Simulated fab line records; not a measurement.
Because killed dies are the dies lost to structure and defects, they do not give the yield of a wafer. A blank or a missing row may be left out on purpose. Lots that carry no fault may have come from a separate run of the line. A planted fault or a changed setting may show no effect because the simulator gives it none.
A single fault, viewed from 2 desks | flow nand_harc | what lay behind the numbers comes last; until then each desk has only its own

FOR THE TOOL OWNER'S DESK: arfi_scanner-02
The tool's own readings at NHARC_A_M0_EXPOSE_06 (exposes mask A M0, target cd 80 nm): means of the sampled wafers that have a number, for each lot that ran on this tool. If a lot's mean is further than 4 standard deviations from the usual mean, the lot is out of limits and carries the mark OUT (the distance appears in the brackets).
Columns: A = exposure_dose_mJ_cm2 at NHARC_A_M0_EXPOSE_06, usual 83.14; B = reticle_temp_C at NHARC_A_M0_EXPOSE_06, usual 22.99 C; C = stage_vel_mm_s at NHARC_A_M0_EXPOSE_06, usual 499.97 mm/s
lot  | first seen here | A               | B     | C
L903 | day 23 09:41    | 83.18           | 22.96 | 499.75
L906 | day 25 00:37    | 83.24           | 23.02 | 499.99
L907 | day 25 22:58    | 83.12           | 22.97 | 499.99
L917 | day 30 00:23    | 85.91 (+33) OUT | 22.96 | 499.89
This desk's finding: out of limits on L917; first on L917, day 30 00:23 (exposure_dose_mJ_cm2 at NHARC_A_M0_EXPOSE_06). L903, L906, L907 stayed within limits.

METROLOGY DESK
What the gauges read, lot by lot, whatever tool the lot ran on: means of the sampled wafers that have a number. If a lot's mean is further than 4 standard deviations from the usual mean, the lot is out of limits and carries the mark OUT (the distance appears in the brackets).
Columns: A = cd_nm at NHARC_A_M0_CD_MEAS_09, usual 80.0 nm; B = cd_nm at NHARC_A_M0_CD_MEAS_16, usual 80.0 nm
lot  | first seen here | A              | B
L903 | day 23 09:50    | 79.8           | 79.9
L901 | day 23 10:28    | 79.9           | 79.4
L902 | day 23 13:32    | 79.9           | 79.4
L904 | day 23 20:19    | 79.7           | 79.6
L905 | day 24 22:01    | 79.8           | 80.0
L906 | day 25 00:46    | 79.7           | 79.7
L907 | day 25 23:07    | 80.0           | 80.2
L908 | day 26 18:19    | 80.9           | 81.0
L909 | day 27 00:07    | 80.7           | 81.2
L912 | day 27 22:00    | 80.3           | 80.5
L917 | day 30 00:32    | 69.1 (-17) OUT | 69.6 (-11) OUT
L921 | day 31 07:36    | 80.1           | 80.1
L924 | day 32 21:46    | 79.2           | 78.9
This desk's finding: out of limits on L917; first on L917, day 30 00:32 (cd_nm at NHARC_A_M0_CD_MEAS_09). L903, L901, L902, L904, L905, L906, L907, L908, L909, L912, L921, L924 stayed within limits.

TAKEN TOGETHER
On L917, at day 30 00:23, an alarm was possible from the tool owner's desk.
At day 30 00:32 the metrology desk could have sounded an alarm, on L917.
Of the lots named, all ran NHARC_A_M0_EXPOSE_06 on arfi_scanner-02.

WHAT THE SIMULATOR HAD INSERTED
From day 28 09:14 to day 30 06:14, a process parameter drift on arfi_scanner-02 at NHARC_A_M0_EXPOSE_06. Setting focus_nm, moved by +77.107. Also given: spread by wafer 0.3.
Lots struck among those shown: L917.
Counting hours from when the fault started, the first reading out of limits came at 39 for the tool owner's desk and at 39 for the metrology desk.
